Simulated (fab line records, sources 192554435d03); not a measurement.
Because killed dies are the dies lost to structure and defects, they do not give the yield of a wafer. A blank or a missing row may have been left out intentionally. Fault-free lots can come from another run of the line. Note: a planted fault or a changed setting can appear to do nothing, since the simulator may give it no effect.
Matching of chambers || flow n5-finfet || N5_MOL_CONTACT_COAG_ETCH_47 on rie-diel-05 has 4 sister chambers
The step etches SiNx in CH3F/O2, stops on W, target depth 27 nm. 18 wafers are shown with their chamber, then 9 later ones without.

WAFERS WITH THEIR CHAMBER
{"wafer": "L082.1", "chamber": 1, "drypump-motor-current-A (A)": 5.8, "throttle-valve-pct (%)": 16.29, "rf-vpp-V (V)": 306}
{"wafer": "L082.3", "chamber": 2, "drypump-motor-current-A (A)": 6.7, "throttle-valve-pct (%)": 16.69, "rf-vpp-V (V)": 290}
{"wafer": "L082.4", "chamber": 0, "drypump-motor-current-A (A)": 5.1, "throttle-valve-pct (%)": 16.28, "rf-vpp-V (V)": 298}
{"wafer": "L084.2", "chamber": 2, "drypump-motor-current-A (A)": 6.7, "throttle-valve-pct (%)": 16.70, "rf-vpp-V (V)": 289}
{"wafer": "L084.3", "chamber": 1, "drypump-motor-current-A (A)": 5.8, "throttle-valve-pct (%)": 16.29, "rf-vpp-V (V)": 305}
{"wafer": "L084.6", "chamber": 2, "drypump-motor-current-A (A)": 6.7, "throttle-valve-pct (%)": 16.72, "rf-vpp-V (V)": 291}
{"wafer": "L086.2", "chamber": 3, "drypump-motor-current-A (A)": 5.0, "throttle-valve-pct (%)": 16.23, "rf-vpp-V (V)": 296}
{"wafer": "L086.3", "chamber": 2, "drypump-motor-current-A (A)": 6.7, "throttle-valve-pct (%)": 16.73, "rf-vpp-V (V)": 291}
{"wafer": "L086.6", "chamber": 1, "drypump-motor-current-A (A)": 5.7, "throttle-valve-pct (%)": 16.30, "rf-vpp-V (V)": 308}
{"wafer": "L088.1", "chamber": 3, "drypump-motor-current-A (A)": 5.0, "throttle-valve-pct (%)": 16.24, "rf-vpp-V (V)": 294}
{"wafer": "L088.5", "chamber": 2, "drypump-motor-current-A (A)": 6.6, "throttle-valve-pct (%)": 16.73, "rf-vpp-V (V)": 290}
{"wafer": "L088.6", "chamber": 1, "drypump-motor-current-A (A)": 5.8, "throttle-valve-pct (%)": 16.31, "rf-vpp-V (V)": 308}
{"wafer": "L091.2", "chamber": 3, "drypump-motor-current-A (A)": 5.0, "throttle-valve-pct (%)": 16.26, "rf-vpp-V (V)": 295}
{"wafer": "L091.5", "chamber": 2, "drypump-motor-current-A (A)": 6.7, "throttle-valve-pct (%)": 16.74, "rf-vpp-V (V)": 291}
{"wafer": "L091.6", "chamber": 1, "drypump-motor-current-A (A)": 5.8, "throttle-valve-pct (%)": 16.32, "rf-vpp-V (V)": 307}
{"wafer": "L092.1", "chamber": 1, "drypump-motor-current-A (A)": 5.8, "throttle-valve-pct (%)": 16.32, "rf-vpp-V (V)": 308}
{"wafer": "L092.2", "chamber": 3, "drypump-motor-current-A (A)": 5.0, "throttle-valve-pct (%)": 16.25, "rf-vpp-V (V)": 294}
{"wafer": "L092.4", "chamber": 0, "drypump-motor-current-A (A)": 5.1, "throttle-valve-pct (%)": 16.33, "rf-vpp-V (V)": 298}

SIGNATURES (means of the wafers above)
{"reading": "drypump-motor-current-A", "chamber 0": 5.100, "chamber 1": 5.783, "chamber 2": 6.683, "chamber 3": 5.000, "scatter within a chamber": 0.0345}
{"reading": "throttle-valve-pct", "chamber 0": 16.3050, "chamber 1": 16.3050, "chamber 2": 16.7183, "chamber 3": 16.2450, "scatter within a chamber": 0.0181}
{"reading": "rf-vpp-V", "chamber 0": 298.00, "chamber 1": 307.00, "chamber 2": 290.33, "chamber 3": 294.75, "scatter within a chamber": 1}
Rule: a wafer's distance from a chamber is the root of the sum, over the readings, of the square of ((its reading less the chamber's mean) divided by the reading's scatter). If the next closest chamber is less than 2 further off than the closest, the wafer can't be placed; otherwise it belongs to the closest. How the scatter is found: for the shown wafers, subtract from each reading the mean of its chamber, square and add these, divide the total by (wafers less chambers), then take the root.

WAFERS WITHOUT THEIR CHAMBER
{"wafer": "L094.3", "drypump-motor-current-A (A)": 5.1, "throttle-valve-pct (%)": 16.32, "rf-vpp-V (V)": 300}
{"wafer": "L094.4", "drypump-motor-current-A (A)": 6.7, "throttle-valve-pct (%)": 16.76, "rf-vpp-V (V)": 290}
{"wafer": "L094.6", "drypump-motor-current-A (A)": 5.1, "throttle-valve-pct (%)": 16.33, "rf-vpp-V (V)": 298}
{"wafer": "L096.4", "drypump-motor-current-A (A)": 5.1, "throttle-valve-pct (%)": 16.33, "rf-vpp-V (V)": 297}
{"wafer": "L096.5", "drypump-motor-current-A (A)": 4.9, "throttle-valve-pct (%)": 16.26, "rf-vpp-V (V)": 292}
{"wafer": "L096.6", "drypump-motor-current-A (A)": 6.7, "throttle-valve-pct (%)": 16.75, "rf-vpp-V (V)": 290}
{"wafer": "L097.2", "drypump-motor-current-A (A)": 5.8, "throttle-valve-pct (%)": 16.34, "rf-vpp-V (V)": 308}
{"wafer": "L097.4", "drypump-motor-current-A (A)": 5.1, "throttle-valve-pct (%)": 16.35, "rf-vpp-V (V)": 298}
{"wafer": "L097.6", "drypump-motor-current-A (A)": 5.1, "throttle-valve-pct (%)": 16.34, "rf-vpp-V (V)": 297}

CHAMBER TAKEN BY EACH
{"wafer": "L094.3", "from the rows above": 0, "in truth": 0}
{"wafer": "L094.4", "from the rows above": 2, "in truth": 2}
{"wafer": "L094.6", "from the rows above": 0, "in truth": 0}
{"wafer": "L096.4", "from the rows above": 0, "in truth": 0}
{"wafer": "L096.5", "from the rows above": 3, "in truth": 3}
{"wafer": "L096.6", "from the rows above": 2, "in truth": 2}
{"wafer": "L097.2", "from the rows above": 1, "in truth": 1}
{"wafer": "L097.4", "from the rows above": 0, "in truth": 0}
{"wafer": "L097.6", "from the rows above": 0, "in truth": 0}
9 of 9 placed correctly. Left unplaced by these rows: 0. Wrongly placed: 0.
